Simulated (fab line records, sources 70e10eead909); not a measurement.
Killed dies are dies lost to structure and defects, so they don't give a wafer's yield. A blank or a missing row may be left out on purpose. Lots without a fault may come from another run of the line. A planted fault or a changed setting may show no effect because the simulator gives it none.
Tool commonality check | flow nand_harc | 12 lots, 36 wafers sampled

WHY IT WAS OPENED
At NHARC_A_SIN_REMOVE_INSPECT_04 the reading raw_defect_count is flagged on 2 of 12 lots. Wafers without a fault read 290, standard deviation 67.
Rule: a lot is flagged when every wafer of it that has a number lies more than 4 standard deviations from that mean, or none has a number. The other lots count as sound.

lot  | measured     | on                | raw_defect_count, wafer by wafer | flag
L930 | day 14 18:36 | defect_inspect-01 | 320 256 312                      |
L931 | day 14 18:37 | defect_inspect-01 | 357 264 214                      |
L932 | day 15 01:52 | defect_inspect-01 | 251 227 210                      |
L933 | day 15 08:53 | defect_inspect-01 | 203 204 268                      |
L935 | day 16 13:04 | defect_inspect-01 | 266 248 407                      |
L936 | day 16 13:04 | defect_inspect-02 | 244 295 337                      |
L939 | day 16 18:19 | defect_inspect-01 | 307 302 293                      |
L941 | day 17 22:31 | defect_inspect-02 | 627 632 618                      | FLAGGED
L942 | day 17 22:33 | defect_inspect-02 | 366 252 209                      |
L947 | day 18 22:43 | defect_inspect-01 | 784 618 727                      | FLAGGED
L949 | day 19 13:21 | defect_inspect-01 | 325 254 353                      |
L952 | day 19 23:14 | defect_inspect-02 | 348 261 271                      |
The numbers of the flagged lots are 668 on average: +378 against the usual, or +6 standard deviations.

WHICH TOOL RAN EACH LOT
The record holds 2 process steps before the reading, out of a route of 1159 steps. In each cell: the tool, then ch and the chambers that the sampled wafers went through, then the start.
lot  | flag    | NHARC_A_SLIT_DESCUM_14             | NHARC_A_SIN_REMOVE_PRECLEAN_01
L930 |         | rie_diel-10 ch 0,3, day 14 05:01   | wet_bench-02 ch 0,6,7, day 14 18:26
L931 |         | rie_diel-05 ch 1,2,3, day 14 05:17 | wet_bench-01 ch 0,3,5, day 14 18:26
L932 |         | rie_diel-11 ch 2,3, day 14 14:46   | wet_bench-02 ch 1,3,4, day 15 01:40
L933 |         | rie_diel-11 ch 0,1, day 14 20:38   | wet_bench-02 ch 0,2,4, day 15 08:42
L935 |         | rie_diel-11 ch 0,1,2, day 15 19:49 | wet_bench-09 ch 1,2,3, day 16 12:53
L936 |         | rie_diel-11 ch 0,1,3, day 15 18:37 | wet_bench-02 ch 1,3,6, day 16 12:53
L939 |         | rie_diel-10 ch 0,1,2, day 16 07:15 | wet_bench-09 ch 1,2,6, day 16 18:07
L941 | FLAGGED | rie_diel-11 ch 1,2, day 17 11:05   | wet_bench-02 ch 0,2,3, day 17 22:20
L942 |         | rie_diel-05 ch 1,2, day 17 11:26   | wet_bench-01 ch 0,5,6, day 17 22:20
L947 | FLAGGED | rie_diel-11 ch 1,3, day 18 13:39   | wet_bench-02 ch 3,4,5, day 18 22:32
L949 |         | rie_diel-11 ch 0,3, day 18 23:55   | wet_bench-01 ch 3,6,7, day 19 13:10
L952 |         | rie_diel-11 ch 2,3, day 19 12:12   | wet_bench-09 ch 0,1,2, day 19 23:03
What these steps do:
- NHARC_A_SLIT_DESCUM_14: chemistry O2, time 3 s.
- NHARC_A_SIN_REMOVE_PRECLEAN_01: cleans in SC1.
- NHARC_A_SIN_REMOVE_INSPECT_04

FLAGGED OVER TOTAL, TOOL BY TOOL (the gauges that took the reading come last)
step                           | tool              | lots run | flagged | share of the flagged lots | sound lots run after its first flagged lot
NHARC_A_SLIT_DESCUM_14         | rie_diel-05       | 2        | 0       | none                      | -
NHARC_A_SLIT_DESCUM_14         | rie_diel-10       | 2        | 0       | none                      | -
NHARC_A_SLIT_DESCUM_14         | rie_diel-11       | 8        | 2       | all                       | 2 (L949,L952)
NHARC_A_SIN_REMOVE_PRECLEAN_01 | wet_bench-01      | 3        | 0       | none                      | -
NHARC_A_SIN_REMOVE_PRECLEAN_01 | wet_bench-02      | 6        | 2       | all                       | 0
NHARC_A_SIN_REMOVE_PRECLEAN_01 | wet_bench-09      | 3        | 0       | none                      | -
NHARC_A_SIN_REMOVE_INSPECT_04  | defect_inspect-01 | 8        | 1       | some                      | 1 (L949)
NHARC_A_SIN_REMOVE_INSPECT_04  | defect_inspect-02 | 4        | 1       | some                      | 2 (L942,L952)

WHAT THE TABLE ALLOWS
2 rows of the table ran every flagged lot: rie_diel-11 at NHARC_A_SLIT_DESCUM_14, wet_bench-02 at NHARC_A_SIN_REMOVE_PRECLEAN_01.
- rie_diel-11 at NHARC_A_SLIT_DESCUM_14: 2 of its 8 lots flagged. Sound lots ran on it after the first flagged one (L949, L952), which a lasting fault on the whole tool wouldn't allow.
- wet_bench-02 at NHARC_A_SIN_REMOVE_PRECLEAN_01: 2 of its 6 lots flagged. Its last sound lot is L936 (day 16 12:53), its first flagged lot L941 (day 17 22:20): a fault that began between those two fits.
One tool is left: wet_bench-02 at NHARC_A_SIN_REMOVE_PRECLEAN_01.

WHAT THE SIMULATOR HAD PUT IN
Chamber particle source: wet_bench-02, from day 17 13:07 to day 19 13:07, at NHARC_A_SIN_REMOVE_PRECLEAN_01. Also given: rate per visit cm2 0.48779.
Lots struck among those shown: L941, L947. The rule above found the same.
